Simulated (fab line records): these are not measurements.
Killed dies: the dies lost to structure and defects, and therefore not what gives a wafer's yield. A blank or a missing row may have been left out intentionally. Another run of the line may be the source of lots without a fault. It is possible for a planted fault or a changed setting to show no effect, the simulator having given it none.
Chamber matching / flow n5 finfet / N5_BEOL_M8_ETCH_72 on rie diel-01 has 4 sister chambers
The step etches underlayer in N2/H2, target depth 6.5 nm, time 5.2 s. 16 wafers are shown with their chamber, then 8 later ones without.

## WAFERS PAIRED WITH THEIR CHAMBERS
wafer=L075.1; chamber=3; showerhead plenum p Torr (Torr)=2.50; etch rf on time s (s)=4.89; drypump motor current A (A)=6.2
wafer=L075.3; chamber=0; showerhead plenum p Torr (Torr)=2.64; etch rf on time s (s)=5.59; drypump motor current A (A)=6.5
wafer=L075.5; chamber=2; showerhead plenum p Torr (Torr)=2.59; etch rf on time s (s)=5.19; drypump motor current A (A)=6.3
wafer=L079.3; chamber=2; showerhead plenum p Torr (Torr)=2.58; etch rf on time s (s)=5.17; drypump motor current A (A)=6.3
wafer=L079.4; chamber=0; showerhead plenum p Torr (Torr)=2.63; etch rf on time s (s)=5.48; drypump motor current A (A)=6.5
wafer=L079.6; chamber=1; showerhead plenum p Torr (Torr)=2.39; etch rf on time s (s)=5.22; drypump motor current A (A)=5.9
wafer=L085.1; chamber=0; showerhead plenum p Torr (Torr)=2.63; etch rf on time s (s)=5.60; drypump motor current A (A)=6.5
wafer=L085.2; chamber=2; showerhead plenum p Torr (Torr)=2.58; etch rf on time s (s)=5.21; drypump motor current A (A)=6.2
wafer=L085.6; chamber=0; showerhead plenum p Torr (Torr)=2.63; etch rf on time s (s)=5.58; drypump motor current A (A)=6.5
wafer=L088.2; chamber=2; showerhead plenum p Torr (Torr)=2.58; etch rf on time s (s)=5.22; drypump motor current A (A)=6.2
wafer=L088.3; chamber=3; showerhead plenum p Torr (Torr)=2.50; etch rf on time s (s)=4.81; drypump motor current A (A)=6.2
wafer=L088.6; chamber=1; showerhead plenum p Torr (Torr)=2.39; etch rf on time s (s)=5.33; drypump motor current A (A)=6.0
wafer=L087.1; chamber=3; showerhead plenum p Torr (Torr)=2.50; etch rf on time s (s)=4.78; drypump motor current A (A)=6.1
wafer=L087.3; chamber=1; showerhead plenum p Torr (Torr)=2.38; etch rf on time s (s)=5.22; drypump motor current A (A)=5.9
wafer=L087.5; chamber=1; showerhead plenum p Torr (Torr)=2.38; etch rf on time s (s)=5.31; drypump motor current A (A)=6.0
wafer=L090.1; chamber=0; showerhead plenum p Torr (Torr)=2.62; etch rf on time s (s)=5.61; drypump motor current A (A)=6.4

SIGNATURES (means of the wafers above)
reading=showerhead plenum p Torr; chamber 0=2.6300; chamber 1=2.3850; chamber 2=2.5825; chamber 3=2.5000; scatter within a chamber=0.00559
reading=etch rf on time s; chamber 0=5.5720; chamber 1=5.2700; chamber 2=5.1975; chamber 3=4.8267; scatter within a chamber=0.0493
reading=drypump motor current A; chamber 0=6.480; chamber 1=5.950; chamber 2=6.250; chamber 3=6.167; scatter within a chamber=0.0537
Rule: for each reading, subtract the chamber's mean from the wafer's reading, divide by that reading's scatter and square the result; add these up over the readings and take the root, which gives the wafer's distance from the chamber. The wafer belongs to the nearest chamber; if the next one is less than 2 further off, it can't be placed. The scatter is the square root of a quotient: the sum, over the shown wafers, of each reading's squared deviation from its chamber's mean, divided by wafers minus chambers.

## WAFERS WHOSE CHAMBER IS MISSING
wafer=L090.4; showerhead plenum p Torr (Torr)=2.38; etch rf on time s (s)=5.36; drypump motor current A (A)=5.9
wafer=L090.6; showerhead plenum p Torr (Torr)=2.49; etch rf on time s (s)=4.81; drypump motor current A (A)=6.1
wafer=L093.1; showerhead plenum p Torr (Torr)=2.62; etch rf on time s (s)=5.54; drypump motor current A (A)=6.5
wafer=L093.4; showerhead plenum p Torr (Torr)=2.49; etch rf on time s (s)=4.74; drypump motor current A (A)=6.1
wafer=L093.5; showerhead plenum p Torr (Torr)=2.62; etch rf on time s (s)=5.54; drypump motor current A (A)=6.5
wafer=L096.4; showerhead plenum p Torr (Torr)=2.56; etch rf on time s (s)=5.20; drypump motor current A (A)=6.2
wafer=L096.5; showerhead plenum p Torr (Torr)=2.56; etch rf on time s (s)=5.16; drypump motor current A (A)=6.2
wafer=L096.6; showerhead plenum p Torr (Torr)=2.49; etch rf on time s (s)=4.75; drypump motor current A (A)=6.2

## WHICH CHAMBER EACH ONE RAN IN
wafer=L090.4; from the rows above=1; in truth=1
wafer=L090.6; from the rows above=3; in truth=3
wafer=L093.1; from the rows above=0; in truth=0
wafer=L093.4; from the rows above=3; in truth=3
wafer=L093.5; from the rows above=0; in truth=0
wafer=L096.4; from the rows above=2; in truth=2
wafer=L096.5; from the rows above=2; in truth=2
wafer=L096.6; from the rows above=3; in truth=3
Placed correctly: 8 of 8. Left unplaced by these rows: 0. Placed wrongly: 0.
